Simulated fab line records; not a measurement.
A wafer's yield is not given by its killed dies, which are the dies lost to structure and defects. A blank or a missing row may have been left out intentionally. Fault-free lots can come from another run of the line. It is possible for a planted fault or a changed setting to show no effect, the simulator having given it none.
Chamber matching	flow nand harc	4 sister chambers for NHARC_A_M1_ETCH_35 on rie diel-02
The step etches the open film in N2/H2, target depth 40 nm, overetch 12 nm, time 43.94 s. 7 wafers are shown with their chamber, then 6 later ones without.

## WAFERS PAIRED WITH THEIR CHAMBERS
wafer	chamber	drypump motor current A (A)	run length s (s)
L662.4	0	5.73	66.0
L671.4	3	6.65	64.8
L673.1	3	6.61	64.5
L673.3	2	5.52	65.4
L673.6	1	6.16	65.8
L677.1	2	5.52	65.5
L677.4	1	6.13	66.3

## WAFERS MISSING THEIR CHAMBER
wafer	drypump motor current A (A)	run length s (s)
L677.5	5.51	65.6
L676.3	5.73	65.4
L676.4	6.11	66.2
L676.5	5.74	65.2
L678.3	6.63	64.9
L678.6	5.51	65.0

## WHICH CHAMBER EACH WENT THROUGH
wafer	from the rows above	in truth
L677.5	2	2
L676.3	0	0
L676.4	1	1
L676.5	0	0
L678.3	3	3
L678.6	2	2
6 of 6 placed correctly. Not placeable from these rows: 0. 0 placed wrongly.
How it was worked out, from the rows above alone: a wafer's distance from a chamber is the root of the sum, over the readings, of the square of ((its reading less the chamber's mean) divided by the reading's scatter). If the next closest chamber is less than 2 further off than the closest, the wafer can't be placed; otherwise it belongs to the closest. The mean given for a chamber averages the wafers shown for that chamber. How the scatter is found: for the shown wafers, subtract from each reading the mean of its chamber, square and add these, divide the total by (wafers less chambers), then take the root.
